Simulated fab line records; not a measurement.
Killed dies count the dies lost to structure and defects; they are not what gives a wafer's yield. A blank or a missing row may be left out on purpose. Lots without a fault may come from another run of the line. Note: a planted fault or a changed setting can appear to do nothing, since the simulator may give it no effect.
fab line records	flow n5Finfet	part 1 of 2: steps 1 to 18 of 28
record: lots: 5	wafers: 15	lastDay: 19
route steps=1938 shown BEOL_M2@851
lots untouched by any fault: they come from a run of this same line in which no faults occurred
startH: hours from the record's first day to the start of the lot's first wafer shown	waitH: how many hours have passed since the lot's step before this one	" identical to the entry in the row above	L1.1+2: a single row standing in for several wafers	- no value, or no start given	* or withheld: withheld	< > ~ a bound
route shown NAME@n: names a module that has steps shown in the file, with the first one's number in the route	usual: mean/standard deviation of fault-free wafers	same: alike in all rows	chamber/n: place in a boat	sites: the reading at each site	_std_site: the values' standard deviation	_edge_site: inner sites' mean taken away from outer sites' mean	radiusMm: for every site, how far away it sits from the centre of the wafer	mask NAME#n: copy n	behind: the most recent tool/chamber to have shaped the wafer	hold: cause of the lot's hold/its duration in hours/its outcome	device: which transistor (n, p or np) failed to switch	end of line: at the end of the route, the tests of the same wafers	a step without rows: its recipe alone	killed: not the wafer's yield, but the dies lost to structure and defects at the first sort	map: shows each die of a wafer: x if killed, . if not, _ if none is there
set.NAME: the setting the step ran with; set.NAME@STEP: the setting that earlier step ran with	model.NAME: the simulator's own value behind a step, which no gauge read
lots at selected steps of the route; one table per step, one row per wafer
services: when a tool's chamber went out of use (startH, in hours from the record's first day, below 0 if earlier), for how many hours, and the reason
== steps ==
step: N5_BEOL_M2_EXPOSE_08
recipe: maskId: M2	na: 0.33	sourceShape: dipole	sigmaInner: 0.369	sigmaOuter: 0.767	polarization: unpolarized	doseMj: 41.25
usual: stageMsdNm: 0.815/0.018
same: dipoleOpeningDeg: 79.7
lot.wafer	tool	chamber	startH	waitH	mask	stageMsdNm
L078.2	euvScanner-02	0	164.13	-	M2#0	0.835
L078.3	"	0	"	"	M2#0	0.835
L078.6	"	0	"	"	M2#0	0.836
L084.1	euvScanner-02	0	220.20	-	M2#0	0.812
L084.2	"	0	"	"	M2#0	0.816
L084.4	"	0	"	"	M2#0	0.814
L090.1	euvScanner-01	0	250.16	-	M2#0	0.799
L090.2	"	0	"	"	M2#0	0.803
L090.3	"	0	"	"	M2#0	0.798
L094.3	euvScanner-01	0	269.20	-	M2#0	0.803
L094.4	"	0	"	"	M2#0	0.801
L094.5	"	0	"	"	M2#0	0.803
L096.3	euvScanner-01	0	270.50	-	M2#0	0.804
L096.5	"	0	"	"	M2#0	0.807
L096.6	"	0	"	"	M2#0	0.807
step: N5_BEOL_M2_PEB_09
recipe: pebTempC: 100	pebTimeS: 60	resist: CAR-EUV
usual: resistLineTempC: 22.97/0.12
lot.wafer	tool	chamber	startH	waitH	resistLineTempC
L078.2	lithoTrack-04	0	164.18	0.1	22.84
L078.3	"	0	"	"	22.95
L078.6	"	0	"	"	22.91
L084.1	lithoTrack-04	0	220.27	0.1	22.84
L084.2	"	0	"	"	22.90
L084.4	"	0	"	"	22.80
L090.1	lithoTrack-01	0	250.22	0.1	22.86
L090.2	"	0	"	"	22.75
L090.3	"	0	"	"	22.85
L094.3	lithoTrack-02	0	269.25	0.0	22.92
L094.4	"	0	"	"	23.15
L094.5	"	0	"	"	23.14
L096.3	lithoTrack-04	0	270.55	0.0	23.01
L096.5	"	0	"	"	22.86
L096.6	"	0	"	"	22.75
step: N5_BEOL_M2_DEVELOP_10
recipe: developTimeS: 30	developer: TMAH	resist: CAR-EUV	rinseLiquid: surfactantRinse	dry: airSpin	devTempC: 23
usual: resistLineTempC: 23.01/0.094
lot.wafer	tool	chamber	startH	waitH	resistLineTempC
L078.2	lithoTrack-04	0	-	-	23.19
L078.3	"	0	"	"	23.09
L078.6	"	0	"	"	23.07
L084.1	lithoTrack-04	0	-	-	23.05
L084.2	"	0	"	"	23.11
L084.4	"	0	"	"	23.11
L090.1	lithoTrack-01	0	-	-	23.09
L090.2	"	0	"	"	22.87
L090.3	"	0	"	"	22.95
L094.3	lithoTrack-02	0	-	-	22.88
L094.4	"	0	"	"	22.92
L094.5	"	0	"	"	22.99
L096.3	lithoTrack-04	0	-	-	22.97
L096.5	"	0	"	"	22.89
L096.6	"	0	"	"	23.04
step: N5_BEOL_M2_CD_MEAS_11
recipe: targetCdNm: 16.79	landingEnergyEv: 500	detector: seInlens	polarity: opening
usual: cdNm: 16.90/0.23
lot.wafer	tool	chamber	startH	waitH	cdNm
L078.2	cdSem-02	0	164.25	-	17.13
L078.3	"	0	"	"	16.91
L078.6	"	0	"	"	16.91
L084.1	cdSem-02	0	220.33	-	16.79
L084.2	"	0	"	"	16.74
L084.4	"	0	"	"	16.84
L090.1	cdSem-03	0	250.29	-	16.69
L090.2	"	0	"	"	16.70
L090.3	"	0	"	"	16.70
L094.3	cdSem-02	0	269.32	-	16.69
L094.4	"	0	"	"	16.99
L094.5	"	0	"	"	16.87
L096.3	cdSem-03	0	270.62	-	17.00
L096.5	"	0	"	"	16.73
L096.6	"	0	"	"	16.76
step: N5_BEOL_M2_OVL_MEAS_12
recipe: pointsPerWafer: 522
usual: M2_OVL: -0.3/0.67
lot.wafer	tool	chamber	startH	waitH	M2_OVL[nm]
L078.2	overlay-02	0	164.29	0.0	0.1
L078.3	"	0	"	"	-0.8
L078.6	"	0	"	"	0.3
L084.1	overlay-02	0	220.36	0.0	0.1
L084.2	"	0	"	"	-0.8
L084.4	"	0	"	"	0.0
L090.1	overlay-01	0	250.32	0.0	0.3
L090.2	"	0	"	"	0.5
L090.3	"	0	"	"	0.8
L094.3	overlay-02	0	269.36	0.0	0.4
L094.4	"	0	"	"	-0.3
L094.5	"	0	"	"	0.6
L096.3	overlay-02	0	270.66	0.0	-0.7
L096.5	"	0	"	"	-1.1
L096.6	"	0	"	"	-1.6
step: N5_BEOL_M2_INSPECT_13
recipe: mode: adi	inspectInstrument: brightfield
usual: rawDefectCount: 433/84
lot.wafer	tool	chamber	startH	waitH	rawDefectCount
L078.2	defectInspect-01	-	164.34	0.0	390
L078.3	"	-	"	"	523
L078.6	"	-	"	"	482
L084.1	defectInspect-02	-	220.42	0.1	475
L084.2	"	-	"	"	422
L084.4	"	-	"	"	410
L090.1	defectInspect-01	-	250.38	0.1	617
L090.2	"	-	"	"	315
L090.3	"	-	"	"	384
L094.3	defectInspect-01	-	269.41	0.0	448
L094.4	"	-	"	"	490
L094.5	"	-	"	"	299
L096.3	defectInspect-01	-	270.71	0.0	377
L096.5	"	-	"	"	323
L096.6	"	-	"	"	457
step: N5_BEOL_M2_DESCUM_16
recipe: chemistry: O2	timeS: 7	sourcePowerW: 50	biasPowerW: 20	pressureMtorr: 20	rfFrequencyHz: 2.712e+07	tempC: 40	resist: CAR-EUV	o2FlowSccm: 225
usual: drypumpMotorCurrentA: 5.7/0.37	oesProductAu: 0.81/0.091	rfVppV: 243.9/1.3	showerheadPlenumPTorr: 2.15/0.057	throttleValvePct: 20.3/0.31
same: timeS: 7
lot.wafer	tool	chamber	startH	waitH	drypumpMotorCurrentA	oesProductAu	rfHoursCounterH	rfVppV	showerheadPlenumPTorr	throttleValvePct
L078.2	rieDiel-04	1	164.37	0.0	6.2	0.73	194	244.7	2.18	20.9
L078.3	"	3	"	"	5.5	0.95	4	243.4	2.17	20.1
L078.6	"	2	"	"	5.9	0.74	-	242.4	2.09	20.6
L084.1	rieDiel-04	0	220.75	0.3	6.1	0.92	40	244.2	2.15	20.0
L084.2	"	2	"	"	6.0	0.72	215	242.7	2.09	20.6
L084.4	"	3	"	"	5.5	0.89	23	243.0	2.16	20.1
L090.1	rieDiel-01	1	250.41	0.0	5.3	0.71	232	245.1	2.14	20.5
L090.2	"	2	"	"	5.9	0.79	90	244.5	2.20	20.1
L090.3	"	0	"	"	5.9	0.86	47	244.7	2.23	20.0
L094.3	rieDiel-06	3	269.44	0.0	5.0	0.68	238	239.8	1.97	20.3
L094.4	"	1	"	"	5.6	0.77	113	245.3	2.11	20.6
L094.5	"	3	"	"	5.0	0.68	-	240.8	1.97	20.3
L096.3	rieDiel-04	1	270.74	0.0	6.2	0.70	228	244.8	2.17	20.9
L096.5	"	2	"	"	5.9	0.70	-	242.3	2.08	20.7
L096.6	"	1	"	"	6.2	0.70	-	244.3	2.17	20.9
step: N5_BEOL_M2_ETCH_74
recipe: chemistry: N2/H2	target: underlayer	targetDepthA: 65	maskMaterial: CAR-EUV	timeS: 5.2	ionEnergyEv: 200	pressureMtorr: 30	sourceW: 840	biasW: 150	n2FlowSccm: 200	h2FlowSccm: 200	ends: cleared
usual: drypumpMotorCurrentA: 5.7/0.37	etchRfOnTimeS: 5.20/0.11	oesProductAu: 0.69/0.076	rfVppV: 525.6/2.3	showerheadPlenumPTorr: 2.60/0.072	throttleValvePct: 17.6/0.32
lot.wafer	tool	chamber	startH	waitH	drypumpMotorCurrentA	etchRfOnTimeS	oesProductAu	rfHoursCounterH	rfVppV	showerheadPlenumPTorr	throttleValvePct
L078.2	rieDiel-04	1	164.41	0.0	6.2	5.14	0.63	194	525.8	2.63	18.2
L078.3	"	3	"	"	5.5	5.10	0.81	4	526.8	2.59	17.2
L078.6	"	2	"	"	5.9	5.22	0.62	-	522.7	2.51	17.9
L084.1	rieDiel-04	0	220.79	0.0	6.1	5.18	0.76	40	524.9	2.59	17.4
L084.2	"	2	"	"	5.9	5.26	0.61	215	525.3	2.50	18.0
L084.4	"	3	"	"	5.5	5.10	0.77	23	525.6	2.58	17.3
L090.1	rieDiel-01	1	250.45	0.0	5.3	5.33	0.60	232	524.2	2.60	18.0
L090.2	"	2	"	"	5.9	5.36	0.65	90	527.0	2.68	17.6
L090.3	"	0	"	"	5.9	5.22	0.72	47	527.3	2.69	17.4
L094.3	rieDiel-06	3	269.47	0.0	4.9	5.38	0.58	238	519.8	2.40	17.8
L094.4	"	1	"	"	5.6	5.20	0.67	113	524.9	2.55	17.9
L094.5	"	3	"	"	4.9	5.35	0.57	-	519.2	2.40	17.8
L096.3	rieDiel-04	1	270.77	0.0	6.2	5.10	0.60	228	525.2	2.62	18.2
L096.5	"	2	"	"	5.9	5.24	0.60	-	526.0	2.49	18.0
L096.6	"	1	"	"	6.2	5.17	0.60	-	527.5	2.62	18.2
step: N5_BEOL_M2_ETCH_63
recipe: chemistry: CF4	target: SiARC	targetDepthA: 156	maskMaterial: CAR-EUV	timeS: 26	ionEnergyEv: 80	pressureMtorr: 40	sourceW: 545	biasW: 36	Ar_flow_sccm: 100	cf4FlowSccm: 100	ends: cleared
usual: drypumpMotorCurrentA: 5.7/0.37	etchRfOnTimeS: 26.0/0.55	oesProductAu: 0.69/0.076	rfVppV: 184.6/1	showerheadPlenumPTorr: 2.19/0.052	throttleValvePct: 15.4/0.33
lot.wafer	tool	chamber	startH	waitH	drypumpMotorCurrentA	etchRfOnTimeS	oesProductAu	rfHoursCounterH	rfVppV	showerheadPlenumPTorr	throttleValvePct
L078.2	rieDiel-04	1	164.42	0.0	6.2	25.6	0.63	194	184.2	2.21	16.0
L078.3	"	3	"	"	5.5	25.8	0.80	4	186.0	2.20	15.1
L078.6	"	2	"	"	5.9	26.2	0.62	-	183.3	2.12	15.7
L084.1	rieDiel-04	0	220.80	0.0	6.1	25.5	0.77	40	183.7	2.18	15.1
L084.2	"	2	"	"	5.9	26.4	0.60	215	183.5	2.12	15.7
L084.4	"	3	"	"	5.5	25.9	0.76	23	184.4	2.19	15.2
L090.1	rieDiel-01	1	250.47	0.0	5.3	26.3	0.60	232	184.2	2.21	15.9
L090.2	"	2	"	"	5.9	26.6	0.66	90	184.6	2.23	15.3
L090.3	"	0	"	"	5.9	26.5	0.72	47	185.3	2.27	15.1
L094.3	rieDiel-06	3	269.49	0.0	4.9	26.6	0.57	238	183.5	2.04	15.7
L094.4	"	1	"	"	5.5	26.2	0.66	113	184.5	2.14	15.7
L094.5	"	3	"	"	4.9	26.7	0.58	-	181.9	2.04	15.7
L096.3	rieDiel-04	1	270.79	0.0	6.2	25.5	0.62	228	183.7	2.20	16.1
L096.5	"	2	"	"	5.9	26.5	0.60	-	182.6	2.11	15.7
L096.6	"	1	"	"	6.2	25.6	0.61	-	184.0	2.20	16.1
step: N5_BEOL_M2_ETCH_64
recipe: chemistry: N2/H2	target: SOC	targetDepthA: 750	overetchA: 225	maskMaterial: SiARC	tempC: 40	timeS: 121.9	ionEnergyEv: 200	pressureMtorr: 30	sourceW: 840	biasW: 150	n2FlowSccm: 200	h2FlowSccm: 200
usual: drypumpMotorCurrentA: 5.7/0.37	oesProductAu: 0.61/0.064	rfVppV: 525.6/2.1	showerheadPlenumPTorr: 2.60/0.072	throttleValvePct: 17.6/0.32
same: timeS: 121.9
lot.wafer	tool	chamber	startH	waitH	drypumpMotorCurrentA	oesProductAu	rfHoursCounterH	rfVppV	showerheadPlenumPTorr	throttleValvePct
L078.2	rieDiel-04	1	164.45	0.0	6.2	0.56	194	525.2	2.63	18.1
L078.3	"	3	"	"	5.5	0.72	4	524.1	2.59	17.2
L078.6	"	2	"	"	5.9	0.56	-	523.3	2.51	17.9
L084.1	rieDiel-04	0	220.83	0.0	6.1	0.69	40	524.3	2.59	17.4
L084.2	"	2	"	"	5.9	0.54	215	524.5	2.50	17.9
L084.4	"	3	"	"	5.5	0.66	23	524.8	2.58	17.2
L090.1	rieDiel-01	1	250.49	0.0	5.3	0.54	232	525.3	2.60	17.9
L090.2	"	2	"	"	5.9	0.60	90	527.2	2.68	17.6
L090.3	"	0	"	"	5.9	0.65	47	527.6	2.69	17.3
L094.3	rieDiel-06	3	269.52	0.0	5.0	0.52	238	519.4	2.40	17.7
L094.4	"	1	"	"	5.5	0.59	113	524.9	2.55	17.9
L094.5	"	3	"	"	4.9	0.52	-	519.7	2.40	17.7
L096.3	rieDiel-04	1	270.82	0.0	6.2	0.54	228	526.2	2.62	18.2
L096.5	"	2	"	"	6.0	0.53	-	523.4	2.49	18.0
L096.6	"	1	"	"	6.2	0.54	-	526.3	2.62	18.2
step: N5_BEOL_M2_STRIP_65
recipe: chemistry: N2/H2	tempC: 40	n2FlowSccm: 200	h2FlowSccm: 200	rfFrequencyHz: 6e+07
lot.wafer	tool	chamber	startH	waitH
L078.2+3+6	rieDiel-04	1,3,2	164.57	0.1
L084.1+2+4	rieDiel-04	0,2,3	220.94	0.1
L090.1+2+3	rieDiel-01	1,2,0	250.61	0.1
L094.3+4+5	rieDiel-06	3,1,3	269.63	0.1
L096.3+5+6	rieDiel-04	1,2,1	270.93	0.1
step: N5_BEOL_M2_STRIP_75
recipe: chemistry: N2/H2	tempC: 40	n2FlowSccm: 200	h2FlowSccm: 200	rfFrequencyHz: 6e+07
lot.wafer	tool	chamber	startH	waitH
L078.2+3+6	rieDiel-04	1,3,2	164.58	0.0
L084.1+2+4	rieDiel-04	0,2,3	220.95	0.0
L090.1+2+3	rieDiel-01	1,2,0	250.62	0.0
L094.3+4+5	rieDiel-06	3,1,3	269.64	0.0
L096.3+5+6	rieDiel-04	1,2,1	270.94	0.0
step: N5_BEOL_M2_STRIP_66
recipe: chemistry: CF4	resist: SiARC	powerW: 300	biasPowerW: 75	pressureMtorr: 50	cf4FlowSccm: 150	rfFrequencyHz: 6e+07
usual: drypumpMotorCurrentA: 5.7/0.37	oesProductAu: 0.80/0.081	rfVppV: 272.1/1.2	showerheadPlenumPTorr: 1.83/0.042	throttleValvePct: 13.4/0.33
lot.wafer	tool	chamber	startH	waitH	drypumpMotorCurrentA	oesProductAu	rfHoursCounterH	rfVppV	showerheadPlenumPTorr	throttleValvePct
L078.2	rieDiel-04	1	164.59	0.0	6.2	0.73	195	271.9	1.84	13.9
L078.3	"	3	"	"	5.5	0.93	4	272.6	1.84	13.1
L078.6	"	2	"	"	5.9	0.72	-	271.8	1.78	13.7
L084.1	rieDiel-04	0	220.96	0.0	6.1	0.89	40	272.1	1.83	13.1
L084.2	"	2	"	"	5.9	0.71	215	270.4	1.77	13.7
L084.4	"	3	"	"	5.5	0.87	23	270.7	1.83	13.1
L090.1	rieDiel-01	1	250.63	0.0	5.3	0.71	232	272.8	1.86	13.9
L090.2	"	2	"	"	5.9	0.78	90	273.7	1.87	13.3
L090.3	"	0	"	"	5.9	0.83	47	272.7	1.89	13.1
L094.3	rieDiel-06	3	269.65	0.0	5.0	0.69	238	269.6	1.71	13.8
L094.4	"	1	"	"	5.6	0.77	113	272.1	1.79	13.6
L094.5	"	3	"	"	5.0	0.68	-	268.9	1.71	13.7
L096.3	rieDiel-04	1	270.95	0.0	6.3	0.70	228	272.5	1.83	14.0
L096.5	"	2	"	"	6.0	0.70	-	271.0	1.77	13.7
L096.6	"	1	"	"	6.2	0.70	-	271.4	1.83	14.0
step: N5_BEOL_M2_HM_OPEN_17
recipe: chemistry: Cl2/BCl3	targetDepthA: 200	overetchA: 60	target: TiN	maskMaterial: SOC	ionEnergyEv: 150	pressureMtorr: 10	icpW: 1000	biasW: 126	Cl2_flow_sccm: 53.25	bcl3FlowSccm: 21.75	Ar_flow_sccm: 25
usual: bcl3FlowSccm: 21.75/0.069	drypumpMotorCurrentA: 5.7/0.57	oesProductAu: 0.69/0.057	throttleValvePct: 22.03/0.16
lot.wafer	tool	chamber	startH	waitH	bcl3FlowSccm	drypumpMotorCurrentA	oesProductAu	rfHoursCounterH	throttleValvePct
L078.2	rieMetal-01	0	164.63	0.0	21.64	5.6	0.68	34	22.09
L078.3	"	1	"	"	21.80	5.0	0.69	-	21.95
L078.6	"	0	"	"	21.75	5.6	0.67	-	22.12
L084.1	rieMetal-03	0	221.00	0.0	21.75	5.7	0.76	13	21.88
L084.2	"	1	"	"	21.72	6.7	0.69	34	21.98
L084.4	"	0	"	"	21.77	5.7	0.77	-	21.87
L090.1	rieMetal-01	0	250.67	0.0	21.64	5.5	0.65	43	22.13
L090.2	"	1	"	"	21.80	5.0	0.65	48	21.99
L090.3	"	0	"	"	21.67	5.6	0.65	-	22.13
L094.3	rieMetal-01	0	269.72	0.1	21.68	5.5	0.65	-	22.12
L094.4	"	1	"	"	21.83	5.0	0.65	-	21.98
L094.5	"	0	"	"	21.78	5.5	0.65	-	22.12
L096.3	rieMetal-02	0	271.05	0.1	21.62	6.6	0.75	-	21.95
L096.5	"	0	"	"	21.68	6.5	0.76	-	21.96
L096.6	"	0	"	"	21.67	6.6	0.75	-	21.96
step: N5_BEOL_M2_STRIP_19
recipe: chemistry: O2	powerW: 400	tempC: 40	pressureMtorr: 30	rfFrequencyHz: 6e+07	biasPowerW: 0	overashFraction: 0.2	o2FlowSccm: 225
usual: drypumpMotorCurrentA: 5.7/0.38	oesProductAu: 0.80/0.092	rfVppV: 3.7/0.47	showerheadPlenumPTorr: 2.15/0.061	throttleValvePct: 16.5/0.31
lot.wafer	tool	chamber	startH	waitH	drypumpMotorCurrentA	oesProductAu	rfHoursCounterH	rfVppV	showerheadPlenumPTorr	throttleValvePct
L078.2	rieDiel-04	3	164.74	0.1	5.5	0.95	4	3.4	2.17	16.3
L078.3	"	1	"	"	6.2	0.71	195	4.9	2.18	17.1
L078.6	"	0	"	"	6.1	0.94	-	3.5	2.16	16.2
L084.1	rieDiel-01	3	221.11	0.1	5.2	0.87	44	3.2	2.13	16.4
L084.2	"	2	"	"	5.9	0.80	80	4.5	2.21	16.4
L084.4	"	0	"	"	5.9	0.88	37	3.9	2.23	16.2
L090.1	rieDiel-06	3	250.90	0.2	4.9	0.69	232	4.0	1.97	16.7
L090.2	"	1	"	"	5.6	0.79	106	4.3	2.12	16.8
L090.3	"	2	"	"	5.6	0.92	16	3.7	2.14	16.2
L094.3	rieDiel-01	3	269.80	0.1	5.2	0.86	60	3.7	2.12	16.4
L094.4	"	2	"	"	5.9	0.79	95	3.8	2.20	16.4
L094.5	"	3	"	"	5.2	0.85	-	2.7	2.12	16.4
L096.3	rieDiel-01	1	271.19	0.1	5.3	0.71	237	3.7	2.14	16.8
L096.5	"	2	"	"	5.9	0.79	-	3.2	2.20	16.4
L096.6	"	1	"	"	5.3	0.70	-	3.2	2.14	16.8
step: N5_BEOL_M2_CD_MEAS_18
recipe: pitchNm: 36	targetCdNm: 18
usual: cdNm: 18.1/0.36
lot.wafer	tool	chamber	startH	waitH	cdNm
L078.2	cdSem-03	-	164.81	0.1	17.3
L078.3	"	-	"	"	17.9
L078.6	"	-	"	"	17.6
L084.1	cdSem-02	-	221.18	0.0	18.0
L084.2	"	-	"	"	18.3
L084.4	"	-	"	"	17.9
L090.1	cdSem-03	-	250.97	0.0	18.5
L090.2	"	-	"	"	18.5
L090.3	"	-	"	"	18.1
L094.3	cdSem-02	-	269.88	0.1	18.1
L094.4	"	-	"	"	18.9
L094.5	"	-	"	"	18.4
L096.3	cdSem-01	-	271.26	0.1	18.0
L096.5	"	-	"	"	18.2
L096.6	"	-	"	"	17.3
step: N5_BEOL_M2_COAT_67
recipe: resist: SOC	tempC: 250	timeS: 60	spinRpm: 1500	resistThkNm: 60
usual: resistLineTempC: 23.02/0.11
same: timeS: 60
lot.wafer	tool	chamber	startH	waitH	resistLineTempC
L078.2	lithoTrack-04	0	164.84	0.0	23.02
L078.3	"	0	"	"	22.95
L078.6	"	0	"	"	23.10
L084.1	lithoTrack-02	0	221.22	0.0	22.88
L084.2	"	0	"	"	22.73
L084.4	"	0	"	"	22.79
L090.1	lithoTrack-01	0	251.01	0.0	23.24
L090.2	"	0	"	"	23.13
L090.3	"	0	"	"	23.30
L094.3	lithoTrack-02	0	269.91	0.0	23.07
L094.4	"	0	"	"	22.97
L094.5	"	0	"	"	23.10
L096.3	lithoTrack-04	0	271.30	0.0	23.05
L096.5	"	0	"	"	23.00
L096.6	"	0	"	"	23.09
step: N5_BEOL_M2_COAT_68
recipe: resist: SiARC	tempC: 220	timeS: 60	spinRpm: 1500	resistThkNm: 12
usual: resistLineTempC: 22.96/0.094
same: timeS: 60
lot.wafer	tool	chamber	startH	waitH	resistLineTempC
L078.2	lithoTrack-04	0	-	-	22.90
L078.3	"	0	"	"	22.97
L078.6	"	0	"	"	22.92
L084.1	lithoTrack-02	0	-	-	22.85
L084.2	"	0	"	"	23.04
L084.4	"	0	"	"	22.90
L090.1	lithoTrack-01	0	-	-	22.84
L090.2	"	0	"	"	22.85
L090.3	"	0	"	"	22.90
L094.3	lithoTrack-02	0	-	-	23.03
L094.4	"	0	"	"	22.78
L094.5	"	0	"	"	22.84
L096.3	lithoTrack-04	0	-	-	23.00
L096.5	"	0	"	"	23.01
L096.6	"	0	"	"	22.91
